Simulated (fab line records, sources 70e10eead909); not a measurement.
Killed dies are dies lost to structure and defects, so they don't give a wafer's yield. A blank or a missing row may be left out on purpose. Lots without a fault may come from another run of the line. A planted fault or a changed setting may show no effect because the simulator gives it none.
Tool commonality check | flow nand_harc | 10 lots, 30 wafers sampled

WHY IT WAS OPENED
At NHARC_END_SORT_01 the reading killed_at_periphery is flagged on 3 of 10 lots. Wafers without a fault read 3.6, standard deviation 2.4.
Rule: a lot is flagged when every wafer of it that has a number lies more than 4 standard deviations from that mean, or none has a number. The other lots count as sound.

lot  | measured     | on        | killed_at_periphery, wafer by wafer | flag
L991 | day 19 14:55 | prober-01 | 4 0 1                               |
L993 | day 19 22:40 | prober-02 | 3 0 1                               |
L996 | day 19 22:52 | prober-01 | 2 2 6                               |
L104 | day 22 12:31 | prober-01 | 662 668 662                         | FLAGGED
L100 | day 22 13:22 | prober-02 | 3 4 4                               |
L103 | day 22 19:32 | prober-01 | 645 637 649                         | FLAGGED
L105 | day 23 07:30 | prober-01 | 652 648 658                         | FLAGGED
L107 | day 23 23:44 | prober-02 | 2 5 1                               |
L108 | day 23 23:53 | prober-01 | 4 2 3                               |
L113 | day 24 20:52 | prober-01 | 4 6 3                               |
The numbers of the flagged lots are 653.4 on average: +649.8 against the usual, or +99 or more standard deviations.

WHICH TOOL RAN EACH LOT
The record holds 4 process steps before the reading, out of a route of 1159 steps. In each cell: the tool, then ch and the chambers that the sampled wafers went through, then the start.
lot  | flag    | NHARC_P_ZERO_WELL_IMPLANT_60   | NHARC_P_GATE_ETCH_114                         | NHARC_P_GATE_RTA_82              | NHARC_P_M0_DEGAS_28
L991 |         | implanter-02 ch 0, day 1 22:48 | rie_diel-03 ch 1,2, day 5 22:58 or earlier    | rtp_anneal-01 ch 0, day 5 22:58  | pvd_sputter-01, day 6 11:04
L993 |         | implanter-01 ch 0, day 2 10:40 | rie_diel-03 ch 1,2, day 6 07:32 or earlier    | rtp_anneal-02 ch 0, day 6 07:32  | pvd_sputter-03, day 6 20:46
L996 |         | implanter-01 ch 0, day 3 04:40 | rie_diel-03 ch 0,3, day 6 17:53 or earlier    | rtp_anneal-02 ch 0, day 6 17:53  | pvd_sputter-02, day 7 01:58
L104 | FLAGGED | implanter-01, day 5 04:33      | no row                                        | no row                           | no row
L100 |         | implanter-01 ch 0, day 4 05:01 | rie_diel-06 ch 0,3, day 8 08:25 or earlier    | rtp_anneal-01 ch 0, day 8 08:25  | pvd_sputter-01, day 8 15:28
L103 | FLAGGED | implanter-01, day 4 23:07      | no row                                        | no row                           | no row
L105 | FLAGGED | implanter-02, day 5 10:53      | no row                                        | no row                           | no row
L107 |         | implanter-01 ch 0, day 5 22:49 | rie_diel-07 ch 1,2,3, day 9 18:59 or earlier  | rtp_anneal-02 ch 0, day 9 18:59  | pvd_sputter-01, day 10 06:11
L108 |         | implanter-02 ch 0, day 6 04:48 | rie_diel-07 ch 0,2,3, day 9 19:55 or earlier  | rtp_anneal-02 ch 0, day 9 19:55  | pvd_sputter-01, day 10 06:35
L113 |         | implanter-02 ch 0, day 7 10:41 | rie_diel-06 ch 0,1,2, day 11 09:19 or earlier | rtp_anneal-01 ch 0, day 11 09:19 | pvd_sputter-01, day 12 01:18
What these steps do:
- NHARC_P_ZERO_WELL_IMPLANT_60
- NHARC_P_GATE_ETCH_114: etches the open film in CF4/O2, target depth 30 nm, overetch 3 nm, time 16.5 s.
- NHARC_P_GATE_RTA_82: time 30 s.
- NHARC_P_M0_DEGAS_28: time 60 s.
- NHARC_END_SORT_01

FLAGGED OVER TOTAL, TOOL BY TOOL (the gauges that took the reading come last)
step                         | tool           | lots run | flagged | share of the flagged lots | sound lots run after its first flagged lot
NHARC_P_ZERO_WELL_IMPLANT_60 | implanter-01   | 6        | 2       | some                      | 1 (L107)
NHARC_P_ZERO_WELL_IMPLANT_60 | implanter-02   | 4        | 1       | some                      | 2 (L108,L113)
NHARC_P_GATE_ETCH_114        | rie_diel-03    | 3        | 0       | none                      | -
NHARC_P_GATE_ETCH_114        | rie_diel-06    | 2        | 0       | none                      | -
NHARC_P_GATE_ETCH_114        | rie_diel-07    | 2        | 0       | none                      | -
NHARC_P_GATE_RTA_82          | rtp_anneal-01  | 3        | 0       | none                      | -
NHARC_P_GATE_RTA_82          | rtp_anneal-02  | 4        | 0       | none                      | -
NHARC_P_M0_DEGAS_28          | pvd_sputter-01 | 5        | 0       | none                      | -
NHARC_P_M0_DEGAS_28          | pvd_sputter-02 | 1        | 0       | none                      | -
NHARC_P_M0_DEGAS_28          | pvd_sputter-03 | 1        | 0       | none                      | -
NHARC_END_SORT_01            | prober-01      | 7        | 3       | all                       | 2 (L108,L113)
NHARC_END_SORT_01            | prober-02      | 3        | 0       | none                      | -
NHARC_P_GATE_ETCH_114 gives no start for some lots, so the hours and the order of its lots are those of NHARC_P_GATE_RTA_82.

WHAT THE TABLE ALLOWS
1 row of the table ran every flagged lot: prober-01 at NHARC_END_SORT_01.
- prober-01 at NHARC_END_SORT_01: 3 of its 7 lots flagged. Sound lots ran on it after the first flagged one (L108, L113), which a lasting fault on the whole tool wouldn't allow.
No row of the table ran every flagged lot and no sound lot after the first.

WHAT THE SIMULATOR HAD PUT IN
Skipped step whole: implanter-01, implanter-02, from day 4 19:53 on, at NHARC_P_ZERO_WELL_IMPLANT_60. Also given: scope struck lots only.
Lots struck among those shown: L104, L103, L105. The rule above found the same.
